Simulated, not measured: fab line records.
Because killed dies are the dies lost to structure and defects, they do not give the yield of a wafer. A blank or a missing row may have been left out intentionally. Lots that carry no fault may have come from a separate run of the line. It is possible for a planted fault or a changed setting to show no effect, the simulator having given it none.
2 desks, one fault | flow n5 finfet | each desk has only its own numbers; what lay behind them comes last

== THE TOOL OWNER'S DESK: pvd sputter-03 ==
The tool's own readings at N5_MOL_CONTACT_COAG_PRE_CLEAN_141 (time 60 s): means of the sampled wafers that have a number, for each lot that ran on this tool. Any lot whose mean is over 4 standard deviations away from the usual mean is out of limits and marked OUT; that distance is given in the brackets.
Columns: A = heater power w at N5_MOL_CONTACT_COAG_PRE_CLEAN_141, usual 495 W
lot  | first seen here | A
L349 | day 4 19:43     | 503
L352 | day 5 14:10     | 453
L353 | day 5 20:40     | 488
L354 | day 6 04:37     | 501
L357 | day 6 20:47     | 431
L362 | day 8 03:20     | 395
L368 | day 9 12:04     | 488
L369 | day 10 00:00    | 471
This desk's finding: nothing out of limits on any of the 8 lots.

== FROM THE METROLOGY DESK ==
What the gauges read, lot by lot, whatever tool the lot ran on: means of the sampled wafers that have a number. Any lot whose mean is over 4 standard deviations away from the usual mean is out of limits and marked OUT; that distance is given in the brackets.
Columns: A = PASS_OPEN_OVL at N5_PASSIVATION_OVL_MEAS_66, usual -1 nm
lot  | first seen here | A
L349 | day 11 10:08    | -6
L351 | day 11 17:55    | 8
L352 | day 12 21:51    | -4
L354 | day 13 01:25    | 2
L357 | day 13 15:27    | -3
L353 | day 13 16:25    | -4
L362 | day 15 08:48    | 1
L364 | day 15 21:23    | 3
L368 | day 16 19:16    | -6
L369 | day 16 22:49    | 0
L370 | day 16 22:59    | -2
This desk's finding: nothing out of limits on any of the 11 lots.

== TAKEN TOGETHER ==
The tool owner's desk saw nothing out of limits.
Nothing out of limits was seen by the metrology desk.

== WHAT THE SIMULATOR HAD INSERTED ==
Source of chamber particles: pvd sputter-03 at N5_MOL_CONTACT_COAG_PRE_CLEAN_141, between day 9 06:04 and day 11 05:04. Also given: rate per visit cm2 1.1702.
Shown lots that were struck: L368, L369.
